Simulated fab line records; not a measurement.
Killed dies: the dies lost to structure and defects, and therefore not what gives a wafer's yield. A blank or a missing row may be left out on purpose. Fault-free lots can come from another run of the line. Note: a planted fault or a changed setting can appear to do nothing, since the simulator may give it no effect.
A single fault, viewed from 2 desks :: flow n5 finfet :: each desk has only its own numbers; what lay behind them comes last

DESK OF THE TOOL OWNER: ald sin-03
The tool's own readings at N5_BEOL_M0_SAQP_ALD_48 (deposits SiO2, target thk 20 nm, pulse time 1 s, co reactant pulse time 1 s): means of the sampled wafers that have a number, for each lot that ran on this tool. The brackets show how far a lot's mean lies from the usual mean; more than 4 standard deviations puts the lot out of limits, marked OUT.
Columns: A = heater power w at N5_BEOL_M0_SAQP_ALD_48, usual 75 W; B = precursor pulse height rel at N5_BEOL_M0_SAQP_ALD_48, usual 1.001
lot: L409
first seen here: day 6 05:40
A: 79
B: 0.998

lot: L416
first seen here: day 7 20:53
A: 77
B: 0.975

lot: L419
first seen here: day 8 20:24
A: 83
B: 0.996
Result from this desk: across the 3 lots, nothing is out of limits.

THE METROLOGY DESK
Lot by lot, what the gauges showed, no matter which tool ran the lot: averages of those sampled wafers that carry a number. The brackets show how far a lot's mean lies from the usual mean; more than 4 standard deviations puts the lot out of limits, marked OUT. 7 of its 10 readings are shown, namely those furthest out on some lot.
Columns: A = DIBL_N at N5_BEOL_M4_RC_MEAS_101, usual 36.2 mV/V; B = DIBL_P at N5_BEOL_M4_RC_MEAS_101, usual 36.5 mV/V; C = IOFF_N at N5_BEOL_M4_RC_MEAS_101, usual 0.158 nA/um; D = IOFF_P at N5_BEOL_M4_RC_MEAS_101, usual 0.21 nA/um; E = ION_N at N5_BEOL_M4_RC_MEAS_101, usual 675 uA/um; F = VT_N at N5_BEOL_M4_RC_MEAS_101, usual 250.4 mV; G = VT_P at N5_BEOL_M4_RC_MEAS_101, usual -250 mV
lot: L409
first seen here: day 8 02:11
A: 34.7
B: 34.5
C: 0.130
D: 0.18
E: 664
F: 253.3
G: -254

lot: L416
first seen here: day 10 03:08
A: 35.7
B: 37.1
C: 0.165
D: 0.21
E: 679
F: 250.0
G: -250

lot: L419
first seen here: day 11 11:55
A: 37.3
B: 37.1
C: 0.181
D: 0.20
E: 677
F: 247.3
G: -254

lot: L429
first seen here: day 14 08:44
A: 34.1
B: 34.7
C: 0.136
D: 0.23
E: 665
F: 251.2
G: -245
Result from this desk: across the 4 lots, nothing is out of limits.

BROUGHT TOGETHER
The desk of the tool owner found nothing out of limits.
At the metrology desk, nothing out of limits was observed.

WHAT THE SIMULATOR HAD INSERTED
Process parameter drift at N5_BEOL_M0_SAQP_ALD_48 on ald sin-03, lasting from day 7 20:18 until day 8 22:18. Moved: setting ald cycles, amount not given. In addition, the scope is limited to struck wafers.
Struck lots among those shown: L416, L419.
